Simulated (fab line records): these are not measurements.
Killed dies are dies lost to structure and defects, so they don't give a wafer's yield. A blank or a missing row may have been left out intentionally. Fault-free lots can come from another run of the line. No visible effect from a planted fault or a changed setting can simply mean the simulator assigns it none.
fab line records    flow n5Finfet
[record] lots = 9  wafers = 27  lastDay = 18
route steps=1938 shown BEOL_M1@766 BEOL_M4@1111 PASSIVATION@1936
lots that met no fault: from a run of the same line without faults
startH: hours from the record's opening day to when the first of the lot's shown wafers began    waitH: hours elapsed since this lot's preceding step    " identical to the entry in the row above    L1.1+2: one row covering several wafers at once    - value missing, or start not given    * or withheld: withheld    < > ~ a bound
route shown NAME@n: NAME is a module with steps in the file, n the number in the route of the first one    usual: the fault-free wafers' mean and standard deviation    same: alike in all rows    chamber/n: place in a boat    sites: per-site readings    _std_site: standard deviation across them    _edge_site: mean of outer sites minus mean of inner sites    radiusMm: how far each site lies from the wafer's centre    mask NAME#n: copy n    behind: the most recent tool/chamber to have shaped the wafer    hold: why the lot went on hold/how many hours it stayed there/how the hold came to an end    device: the n, p or np transistor that did not switch    end of line: tests of these same wafers at the route's end    step lacking rows: just its recipe    killed: not the wafer's yield, but the dies lost to structure and defects at the first sort    map: dies across one wafer; x = killed, . = not, _ = none there
set.NAME: the setting as run; set.NAME@STEP: as run at that earlier step    model.NAME: the simulator's own value behind a step, which no gauge read
steps of the route over a sample of lots; a table a step, a row a wafer
services: from which hour (startH, from the record's first day; less than 0 if before it) a tool's chamber was out of use, for how many hours, and why
[[steps]]
[step N5_BEOL_M1_INSPECT_13]
[recipe] mode = adi  inspectInstrument = brightfield
[usual] rawDefectCount = 396/100
lot.wafer  tool              chamber  startH  waitH  rawDefectCount
L791.1     defectInspect-02  -        175.30  0.1    315
L791.4     "                 -        "       "      270
L791.5     "                 -        "       "      278
L792.3     defectInspect-01  -        182.23  0.0    330
L792.5     "                 -        "       "      352
L792.6     "                 -        "       "      306
L793.2     defectInspect-01  -        185.29  0.0    647
L793.4     "                 -        "       "      616
L793.5     "                 -        "       "      552
L797.4     defectInspect-01  -        214.53  0.0    412
L797.5     "                 -        "       "      364
L797.6     "                 -        "       "      389
L800.3     defectInspect-01  -        239.09  0.0    531
L800.5     "                 -        "       "      439
L800.6     "                 -        "       "      567
L802.1     defectInspect-02  -        245.54  0.1    358
L802.4     "                 -        "       "      306
L802.6     "                 -        "       "      261
L804.2     defectInspect-02  -        250.72  0.0    313
L804.4     "                 -        "       "      333
L804.6     "                 -        "       "      293
L803.1     defectInspect-02  -        251.34  0.1    252
L803.3     "                 -        "       "      350
L803.4     "                 -        "       "      322
L805.1     defectInspect-02  -        257.99  0.1    298
L805.5     "                 -        "       "      311
L805.6     "                 -        "       "      325
[step N5_BEOL_M1_ALD_98]
[recipe] material = SiO2  targetThkA = 25  tempC = 100  aldPrecursorFamily = BDEAS  aldCoReactant = O2-plasma  pulseTimeS = 1  coReactantPulseTimeS = 1  purgeTimeS = 2  coReactantPurgeTimeS = 2  aldCycles = 17  pressureTorr = 2
[usual] aldCycles = 17/0  chamberPressureTorr = 2.000/0.0047  heaterPowerW = 79/7.8  precursorPulseHeightRel = 0.999/0.02
lot.wafer  tool       chamber  startH  waitH  aldCycles  chamberPressureTorr  heaterPowerW  precursorPulseHeightRel
L791.1     aldSin-02  1        177.11  0.1    17         1.999                78            1.012
L791.4     "          3        "       "      17         1.998                68            1.017
L791.5     "          1        "       "      17         1.995                79            1.004
L792.3     aldSin-02  2        183.26  0.1    -          -                    -             -
L792.5     "          0        "       "      -          -                    -             -
L792.6     "          3        "       "      -          -                    -             -
L793.2     aldSin-02  3        186.66  0.1    -          -                    -             -
L793.4     "          0        "       "      -          -                    -             -
L793.5     "          3        "       "      -          -                    -             -
L797.4     aldSin-02  0        215.97  0.2    17         1.992                81            0.967
L797.5     "          1        "       "      17         2.007                80            1.020
L797.6     "          0        "       "      17         1.998                81            0.985
L800.3     aldSin-04  3        240.13  0.1    17         2.000                89            0.992
L800.5     "          3        "       "      17         2.001                90            0.983
L800.6     "          2        "       "      17         2.005                79            0.988
L802.1     aldSin-04  0        246.81  0.1    17         2.005                66            0.996
L802.4     "          1        "       "      17         2.004                80            0.991
L802.6     "          1        "       "      17         2.000                83            0.965
L804.2     aldSin-04  1        252.11  0.2    17         2.008                84            0.995
L804.4     "          3        "       "      17         2.000                90            0.975
L804.6     "          1        "       "      17         2.001                83            1.003
L803.1     aldSin-04  0        252.41  0.1    17         2.003                67            0.981
L803.3     "          3        "       "      17         1.997                92            0.983
L803.4     "          1        "       "      17         1.996                83            0.999
L805.1     aldSin-02  2        259.23  0.2    17         2.001                73            0.997
L805.5     "          0        "       "      17         2.002                82            1.011
L805.6     "          1        "       "      17         1.998                77            0.991
[step N5_BEOL_M1_ETCHBACK_99]
[recipe] chemistry = CHF3  target = SiO2  targetDepthA = 50  timeS = 10.4  sourceW = 215  biasW = 47  Ar_flow_sccm = 200  CHF3_flow_sccm = 12  ionEnergyEv = 100  pressureMtorr = 30
[usual] CHF3_flow_sccm = 12.00/0.035  drypumpMotorCurrentA = 5.8/0.68  oesProductAu = 0.77/0.06  rfVppV = 241/5.2  showerheadPlenumPTorr = 2.13/0.055  throttleValvePct = 16.96/0.18
lot.wafer  tool        chamber  startH  waitH  CHF3_flow_sccm  drypumpMotorCurrentA  oesProductAu  rfHoursCounterH  rfVppV  showerheadPlenumPTorr  throttleValvePct
L791.1     rieDiel-04  2        179.81  2.6    12.05           6.5                   0.89          15               247     2.11                   16.71
L791.4     "           0        "       "      11.98           5.4                   0.71          190              248     2.21                   16.93
L791.5     "           0        "       "      11.96           5.3                   0.71          -                247     2.21                   16.93
L792.3     rieDiel-04  2        184.78  1.5    12.01           6.5                   0.89          17               247     2.11                   16.69
L792.5     "           2        "       "      11.98           6.5                   0.89          -                247     2.10                   16.70
L792.6     "           1        "       "      11.96           4.7                   0.73          -                243     2.23                   16.89
L793.2     rieDiel-03  1        187.92  1.2    11.97           5.3                   0.85          46               238     2.19                   16.58
L793.4     "           0        "       "      11.99           6.4                   0.80          91               237     2.15                   16.78
L793.5     "           1        "       "      11.97           5.3                   0.84          -                236     2.19                   16.58
L797.4     rieDiel-03  1        219.12  3.1    11.98           5.3                   0.83          53               236     2.19                   16.59
L797.5     "           1        "       "      12.01           5.3                   0.83          -                236     2.19                   16.62
L797.6     "           0        "       "      11.97           6.4                   0.79          -                238     2.15                   16.78
L800.3     rieDiel-01  2        246.24  6.1    12.00           5.2                   0.70          182              244     2.15                   16.87
L800.5     "           1        "       "      11.92           4.9                   0.69          -                243     2.04                   17.16
L800.6     "           2        "       "      12.02           5.2                   0.70          -                245     2.15                   16.88
L802.1     rieDiel-01  3        249.26  2.4    12.07           6.4                   0.83          57               235     2.11                   17.02
L802.4     "           2        "       "      12.03           5.2                   0.70          183              244     2.15                   16.89
L802.6     "           3        "       "      12.07           6.4                   0.84          -                234     2.11                   17.01
L804.2     rieDiel-01  0        252.65  0.5    11.96           5.6                   0.78          141              242     2.17                   17.23
L804.4     "           3        "       "      12.00           6.4                   0.83          58               237     2.11                   17.03
L804.6     "           3        "       "      11.94           6.4                   0.84          -                237     2.11                   17.01
L803.1     rieDiel-01  3        253.74  1.3    12.05           6.4                   0.83          58               234     2.11                   17.02
L803.3     "           2        "       "      11.97           5.2                   0.70          184              244     2.15                   16.89
L803.4     "           0        "       "      11.98           5.6                   0.79          141              241     2.17                   17.23
L805.1     rieDiel-03  2        259.62  0.3    11.98           6.6                   0.73          195              229     2.05                   17.17
L805.5     "           2        "       "      11.98           6.6                   0.74          -                229     2.05                   17.17
L805.6     "           1        "       "      11.95           5.3                   0.82          -                236     2.18                   16.62
[step N5_BEOL_M1_STRIP_36]
[recipe] chemistry = N2/H2  powerW = 450  tempC = 40  pressureMtorr = 20  rfFrequencyHz = 6e+07  overashFraction = 0.3  biasPowerW = 7  h2Frac = 0.5  n2FlowSccm = 200  h2FlowSccm = 200
[usual] drypumpMotorCurrentA = 5.8/0.68  oesProductAu = 0.78/0.06  rfVppV = 59.0/1.4  showerheadPlenumPTorr = 2.52/0.073  throttleValvePct = 23.51/0.23
lot.wafer  tool        chamber  startH  waitH  drypumpMotorCurrentA  oesProductAu  rfHoursCounterH  rfVppV  showerheadPlenumPTorr  throttleValvePct
L791.1     rieDiel-04  2        180.00  0.0    6.5                   0.89          15               59.9    2.48                   23.02
L791.4     "           0        "       "      5.4                   0.73          190              56.9    2.64                   23.47
L791.5     "           0        "       "      5.4                   0.73          -                58.4    2.64                   23.46
L792.3     rieDiel-04  2        184.98  0.0    6.5                   0.91          17               59.3    2.47                   23.02
L792.5     "           2        "       "      6.5                   0.91          -                55.7    2.48                   22.99
L792.6     "           1        "       "      4.7                   0.74          -                61.6    2.66                   23.67
L793.2     rieDiel-03  1        188.12  0.0    5.4                   0.85          46               59.3    2.57                   22.89
L793.4     "           0        "       "      6.4                   0.82          92               58.7    2.56                   23.52
L793.5     "           1        "       "      5.4                   0.84          -                59.1    2.58                   22.90
L797.4     rieDiel-03  1        219.32  0.0    5.3                   0.83          54               58.2    2.57                   22.91
L797.5     "           1        "       "      5.3                   0.83          -                61.8    2.57                   22.92
L797.6     "           0        "       "      6.4                   0.79          -                59.4    2.56                   23.54
L800.3     rieDiel-01  2        246.43  0.0    5.2                   0.69          182              58.9    2.52                   23.46
L800.5     "           1        "       "      4.9                   0.69          -                57.8    2.39                   23.70
L800.6     "           2        "       "      5.2                   0.70          -                58.8    2.53                   23.43
L802.1     rieDiel-01  3        249.45  0.0    6.5                   0.84          57               60.5    2.48                   23.64
L802.4     "           2        "       "      5.2                   0.71          183              60.7    2.53                   23.44
L802.6     "           3        "       "      6.4                   0.82          -                59.0    2.48                   23.65
L804.2     rieDiel-01  0        252.85  0.0    5.6                   0.79          141              59.3    2.54                   23.44
L804.4     "           3        "       "      6.4                   0.83          58               58.9    2.48                   23.59
L804.6     "           3        "       "      6.4                   0.83          -                59.1    2.48                   23.65
L803.1     rieDiel-01  3        253.94  0.0    6.4                   0.84          58               58.6    2.48                   23.64
L803.3     "           2        "       "      5.2                   0.72          184              58.2    2.52                   23.43
L803.4     "           0        "       "      5.6                   0.79          141              55.0    2.54                   23.45
L805.1     rieDiel-03  2        259.82  0.0    6.6                   0.74          196              56.2    2.41                   23.70
L805.5     "           2        "       "      6.7                   0.74          -                58.4    2.41                   23.72
L805.6     "           1        "       "      5.3                   0.82          -                58.5    2.57                   22.96
[step N5_BEOL_M4_RC_MEAS_101]
[usual] DIBL_N = 36.3/2  DIBL_P = 36.3/2.4  IOFF_N = 0.16/0.034  IOFF_P = 0.21/0.035  ION_N = 672/12  ION_P = 459/6.5  SS_N = 71.6/0.67  SS_P = 73.3/0.71  VT_N = 250/3.5  VT_P = -251/3
lot.wafer  tool       chamber  startH  waitH  DIBL_N[mV/V]  DIBL_P[mV/V]  IOFF_N[nA/um]  IOFF_P[nA/um]  ION_N[uA/um]  ION_P[uA/um]  SS_N[mV/dec]  SS_P[mV/dec]  VT_N[mV]  VT_P[mV]
L791.1     prober-02  0        242.48  0.0    36.2          34.9          0.14           0.16           668           452           71.8          73.0          253       -257
L791.4     "          0        "       "      40.1          40.8          0.23           0.26           681           462           72.4          73.9          245       -251
L791.5     "          0        "       "      39.7          37.9          0.20           0.21           677           453           73.6          73.3          252       -252
L797.4     prober-01  0        286.85  0.5    33.0          33.7          0.12           0.18           658           457           71.0          72.3          253       -250
L797.5     "          0        "       "      36.1          36.9          0.17           0.23           656           454           71.5          73.2          250       -248
L797.6     "          0        "       "      35.6          36.2          0.15           0.22           669           455           71.2          73.1          250       -251
L802.1     prober-02  0        296.20  0.0    36.1          35.6          0.18           0.19           695           465           71.7          73.0          246       -253
L802.4     "          0        "       "      35.3          35.6          0.17           0.19           681           459           71.2          72.9          247       -252
L802.6     "          0        "       "      33.6          32.8          0.13           0.15           672           451           71.2          72.8          252       -256
L804.2     prober-02  0        313.77  0.2    36.8          36.2          0.16           0.20           676           458           71.6          74.0          251       -249
L804.4     "          0        "       "      33.8          32.4          0.12           0.15           666           460           70.9          72.0          255       -256
L804.6     "          0        "       "      34.3          33.0          0.13           0.16           672           459           70.7          72.4          253       -252
L803.1     prober-01  0        317.86  0.0    37.9          38.8          0.20           0.25           699           473           72.3          74.4          245       -248
L803.3     "          0        "       "      37.1          37.0          0.18           0.22           679           463           71.9          73.8          246       -249
L803.4     "          0        "       "      40.2          40.1          0.24           0.28           693           469           72.8          74.6          243       -250
L800.3     prober-02  0        319.02  0.3    37.0          38.8          0.20           0.25           682           462           71.8          74.3          247       -248
L800.5     "          0        "       "      34.8          34.8          0.15           0.19           666           454           71.2          74.1          249       -252
L800.6     "          0        "       "      38.7          38.5          0.24           0.24           676           458           72.4          74.0          244       -249
L805.1     prober-01  0        326.38  0.0    36.8          37.1          0.19           0.22           680           459           71.8          73.0          248       -249
L805.5     "          0        "       "      37.2          37.9          0.20           0.24           679           459           72.0          73.4          246       -248
L805.6     "          0        "       "      36.1          36.1          0.18           0.21           684           462           72.0          72.6          245       -251
[step N5_PASSIVATION_PROBE_49]
[usual] defectLimitedYield = 91.4/1.5  killed_at_M0_to_M3 = 33/11  killed_at_M4_up = 14/5.3  killedAtContacts = 13/6.2  killedAtFrontEnd = 39/13  killedAtOther = 3.1/2.8  killedDies = 102/17  killedOnRim = 13/3.8  killedOpen = 68/13  killedShort = 32/7.8  sort_bin_4_leakage = 0.00/0.007  sort_bin_5_function = 5.1/0.95  sort_bin_6_memory = 3.2/0.7  sortNPass = 1078/18  sortYieldPct = 91.3/1.5
[same] grossDies = 1180  killedAtBackSide = 0  sort_bin_8_speed[%] = 0
lot.wafer  tool       chamber  startH  waitH  defectLimitedYield[%]  killed_at_M0_to_M3  killed_at_M4_up  killedAtContacts  killedAtFrontEnd  killedAtOther  killedDies  killedOnRim  killedOpen  killedShort  sort_bin_4_leakage[%]  sort_bin_5_function[%]  sort_bin_6_memory[%]  sortNPass  sortYieldPct[%]
L793.2     prober-02  -        359.19  0.1    0.1                    1100                12               19                41                7              1179        152          74          34           0                      5.1                     4.0                   1          0.1
L793.4     prober-02  -        359.29  0.2    0.1                    1096                13               18                49                3              1179        152          65          30           0                      5.7                     2.2                   1          0.1
L793.5     prober-02  -        359.34  0.2    0.2                    1106                13               23                36                0              1178        152          67          21           0                      4.4                     3.0                   2          0.2
L792.3     prober-02  -        372.97  0.1    0.1                    1097                11               20                38                13             1179        152          71          35           0                      4.9                     3.8                   1          0.1
L792.5     prober-02  -        373.07  0.2    0                      1098                29               11                33                9              1180        152          77          34           0                      5.6                     3.4                   0          0
L792.6     prober-02  -        373.12  0.3    0                      1123                15               14                25                3              1180        152          68          24           0                      5.7                     2.1                   0          0
L797.4     prober-02  -        388.78  0.2    89.8                   29                  8                20                53                10             120         16           75          42           0                      5.4                     4.4                   1060       89.8
L797.5     prober-02  -        388.83  0.2    92.1                   25                  11               18                36                3              93          14           53          40           0                      4.7                     3.0                   1087       92.1
L797.6     prober-02  -        388.88  0.3    90.3                   38                  12               16                47                1              114         15           77          37           0                      5.7                     3.6                   1066       90.3
L803.1     prober-01  -        427.37  0.0    92.3                   19                  20               11                34                7              91          7            64          26           0                      4.7                     2.8                   1089       92.3
L803.3     prober-01  -        427.47  0.1    94.6                   21                  12               7                 20                4              64          12           40          24           0                      3.6                     1.4                   1116       94.6
L803.4     prober-01  -        427.52  0.2    92.5                   19                  17               10                39                3              88          9            56          32           0                      3.6                     3.1                   1092       92.5
// killed by level:class
L793.2 BEOL_M1:areaEtchback=1070 MOL_CONTACT_COAG:geometricParticle:open=14 BEOL_M2:geometricParticle:open=9 STI_FIN_REVEAL:geometricParticle:open=8 BEOL_M0_SAQP:geometricParticle:short=6 BEOL_M0:geometricParticle:open=6 FIN_SAQP:geometricParticle:short=5 MOL_CONTACT_COAG:geometricParticle:short=5
L793.4 BEOL_M1:areaEtchback=1081 MOL_CONTACT_COAG:geometricParticle:open=16 STI_FIN_REVEAL:geometricParticle:open=12 FIN_SAQP:geometricParticle:short=9 BEOL_M3:geometricParticle:open=5 DUMMY_GATE:geometricParticle:open=4 BEOL_M4:geometricParticle:open=4 FIN_SAQP:geometricParticle:open=3
L793.5 BEOL_M1:areaEtchback=1089 MOL_CONTACT_COAG:geometricParticle:open=18 FIN_SAQP:geometricParticle:open=9 BEOL_M3:geometricParticle:open=7 STI_FIN_REVEAL:geometricParticle:open=6 MOL_CONTACT_COAG:geometricParticle:short=5 DUMMY_GATE:geometricParticle:open=4 BEOL_M2:geometricParticle:open=4
L792.3 BEOL_M1:areaEtchback=1072 MOL_CONTACT_COAG:geometricParticle:open=15 FIN_SAQP:geometricParticle:open=9 FIN_SAQP:geometricParticle:short=6 BEOL_M0_SAQP:geometricParticle:open=6 BEOL_M3:geometricParticle:open=6 STI_FIN_REVEAL:geometricParticle:open=5 DUMMY_GATE:geometricParticle:open=5
L792.5 BEOL_M1:areaEtchback=1069 BEOL_M4:geometricParticle:open=15 STI_FIN_REVEAL:geometricParticle:open=10 MOL_CONTACT_COAG:geometricParticle:open=8 BEOL_M2:geometricParticle:open=7 BEOL_M0_SAQP:geometricParticle:short=5 BEOL_M3:geometricParticle:open=5 BEOL_M0_SAQP:geometricParticle:open=4
L792.6 BEOL_M1:areaEtchback=1088 BEOL_M3:geometricParticle:open=16 MOL_CONTACT_COAG:geometricParticle:open=12 BEOL_M4:geometricParticle:open=7 BEOL_M0_SAQP:geometricParticle:short=5 BEOL_M2:geometricParticle:open=5 STI_FIN_REVEAL:geometricParticle:open=4 DUMMY_GATE:geometricParticle:open=4
L797.4 MOL_CONTACT_COAG:geometricParticle:open=18 STI_FIN_REVEAL:geometricParticle:open=14 FIN_SAQP:geometricParticle:short=11 BEOL_M2:geometricParticle:open=9 FIN_SAQP:geometricParticle:open=7 BEOL_M0_SAQP:geometricParticle:short=6 GATE_CUT:geometricParticle:short=5 STARTING-WAFER:geometricParticle:short=5
L797.5 MOL_CONTACT_COAG:geometricParticle:open=15 BEOL_M2:geometricParticle:open=10 FIN_SAQP:geometricParticle:short=9 FIN_SAQP:geometricParticle:open=7 GATE_CUT:geometricParticle:short=7 BEOL_M4:geometricParticle:short=5 BEOL_M0_SAQP:geometricParticle:short=4 MOL_CONTACT_COAG:geometricParticle:short=3
L797.6 MOL_CONTACT_COAG:geometricParticle:open=13 DUMMY_GATE:geometricParticle:open=10 BEOL_M4:geometricParticle:open=10 BEOL_M0_SAQP:geometricParticle:short=10 BEOL_M2:geometricParticle:open=9 FIN_SAQP:geometricParticle:short=8 FIN_SAQP:geometricParticle:open=7 BEOL_M0_SAQP:geometricParticle:open=7
L803.1 MOL_CONTACT_COAG:geometricParticle:open=10 BEOL_M4:geometricParticle:open=10 GATE_CUT:geometricParticle:short=8 FIN_SAQP:geometricParticle:open=7 BEOL_M0_SAQP:geometricParticle:open=6 FIN_SAQP:geometricParticle:short=4 GATE_CUT:geometricParticle:open=4 BEOL_M0_SAQP:geometricParticle:short=4
L803.3 BEOL_M2:geometricParticle:open=7 MOL_CONTACT_COAG:geometricParticle:open=6 GATE_CUT:geometricParticle:open=5 BEOL_M4:geometricParticle:open=5 GATE_CUT:geometricParticle:short=4 FIN_SAQP:geometricParticle:short=3 FIN_SAQP:geometricParticle:open=3 STI_FIN_REVEAL:geometricParticle:short=3
L803.4 BEOL_M4:geometricParticle:open=9 FIN_SAQP:geometricParticle:short=8 FIN_SAQP:geometricParticle:open=7 MOL_CONTACT_COAG:geometricParticle:open=6 BEOL_M2:geometricParticle:open=6 STI_FIN_REVEAL:geometricParticle:open=5 GATE_CUT:geometricParticle:open=5 BEOL_M0_SAQP:geometricParticle:short=5
[[services]]
tool        chamber  startH  hours  kind
rieDiel-04  3        157.82  7.7    repair
rieDiel-01  3        159.74  5.1    repair
rieDiel-04  0        164.51  10.8   repair
aldSin-02   -        183.50  0.2    repair
rieDiel-01  0        192.03  15.2   repair
aldSin-04   0        197.08  28.9   repair
rieDiel-01  3        199.51  13.7   repair
rieDiel-01  1        203.97  4.9    repair
aldSin-04   -        230.93  2.8    pm
rieDiel-01  3        233.71  4.6    repair
rieDiel-03  -        247.81  0.9    repair
[[key]]
[firstSign] step = N5_BEOL_M1_ALD_98  reading = toolRecord  direction = missing
[effect] step = N5_PASSIVATION_PROBE_49  reading = killed_at_M0_to_M3  direction = up  sigmas = 98  usual = 33  struck = 1103
[moreKillsBornAt] N5_BEOL_M1_ETCHBACK_99@rieDiel-03 = 3240  N5_BEOL_M1_ETCHBACK_99@rieDiel-04 = 3229
metAt N5_BEOL_M1_ALD_98
struckLots L792,L793
laterRowsLeftOut L792.3,L792.5,L792.6,L793.2,L793.4,L793.5
notActingAt N5_BEOL_M1_INSPECT_13,N5_BEOL_M1_ETCHBACK_99,N5_BEOL_M1_STRIP_36
onsetBetween 177.11 183.26
[fault] kind = skippedStepWhole  tool = aldSin-02  chamber = -  onsetH = 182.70  steps = N5_BEOL_M1_ALD_98  scope = struckLotsOnly
// laterRowsLeftOut: the simulator's readings of these wafers behind a module that went badly wrong aren't trusted and aren't shown, but for the sort
